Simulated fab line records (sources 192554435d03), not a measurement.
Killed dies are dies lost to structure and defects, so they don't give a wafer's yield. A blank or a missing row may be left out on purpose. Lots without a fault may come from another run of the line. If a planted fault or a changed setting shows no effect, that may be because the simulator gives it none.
Matching of chambers / flow n5 finfet / N5_MOL_CONTACT_COAG_CMP_28 on cmp-02: 4 sister chambers
The step polishes, stops on SiNx, t overpolish 0.85 s, target thk 14.522 nm. 8 wafers are shown with their chamber, then 10 later ones without.

## WAFERS WITH THEIR CHAMBER
wafer=L079.4; chamber=0; time to endpoint s (s)=7.8; motor current A (A)=13.8
wafer=L083.3; chamber=3; time to endpoint s (s)=2.7; motor current A (A)=12.9
wafer=L083.4; chamber=0; time to endpoint s (s)=7.2; motor current A (A)=13.7
wafer=L086.3; chamber=1; time to endpoint s (s)=4.6; motor current A (A)=13.8
wafer=L086.4; chamber=3; time to endpoint s (s)=1.9; motor current A (A)=12.8
wafer=L086.5; chamber=2; time to endpoint s (s)=2.5; motor current A (A)=12.5
wafer=L089.2; chamber=1; time to endpoint s (s)=2.3; motor current A (A)=14.0
wafer=L089.4; chamber=2; time to endpoint s (s)=1.9; motor current A (A)=13.4

## WAFERS WHOSE CHAMBER IS MISSING
wafer=L089.6; time to endpoint s (s)=4.9; motor current A (A)=13.8
wafer=L090.2; time to endpoint s (s)=6.4; motor current A (A)=13.3
wafer=L090.4; time to endpoint s (s)=3.5; motor current A (A)=12.5
wafer=L090.5; time to endpoint s (s)=6.6; motor current A (A)=13.1
wafer=L091.1; time to endpoint s (s)=0.5; motor current A (A)=13.0
wafer=L091.2; time to endpoint s (s)=8.2; motor current A (A)=13.9
wafer=L091.4; time to endpoint s (s)=4.5; motor current A (A)=13.3
wafer=L093.1; time to endpoint s (s)=5.1; motor current A (A)=14.3
wafer=L093.5; time to endpoint s (s)=5.4; motor current A (A)=13.2
wafer=L093.6; time to endpoint s (s)=4.3; motor current A (A)=13.3

## THE CHAMBER EACH PASSED THROUGH
wafer=L089.6; from the rows above=can't be placed: 1 or 0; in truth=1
wafer=L090.2; from the rows above=can't be placed: 0 or 1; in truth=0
wafer=L090.4; from the rows above=can't be placed: 3 or 2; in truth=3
wafer=L090.5; from the rows above=0; in truth=0
wafer=L091.1; from the rows above=can't be placed: 2 or 3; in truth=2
wafer=L091.2; from the rows above=0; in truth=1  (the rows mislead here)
wafer=L091.4; from the rows above=can't be placed: 1 or 2 or 3 or 0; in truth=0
wafer=L093.1; from the rows above=can't be placed: 1 or 0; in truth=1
wafer=L093.5; from the rows above=can't be placed: 0 or 1 or 3 or 2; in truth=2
wafer=L093.6; from the rows above=can't be placed: 1 or 2 or 3 or 0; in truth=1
Correctly placed: 1 of 10. Not placeable from these rows: 8 (in 8, the candidates include the true chamber). Number placed wrongly: 1.
How it was worked out, from the rows above alone: a wafer's distance from a chamber is the root of the sum, over the readings, of the square of ((its reading less the chamber's mean) divided by the reading's scatter). If the next closest chamber is less than 2 further off than the closest, the wafer can't be placed; otherwise it belongs to the closest. A chamber's mean is the mean of its shown wafers. The scatter is the square root of a quotient: the sum, over the shown wafers, of each reading's squared deviation from its chamber's mean, divided by wafers minus chambers.
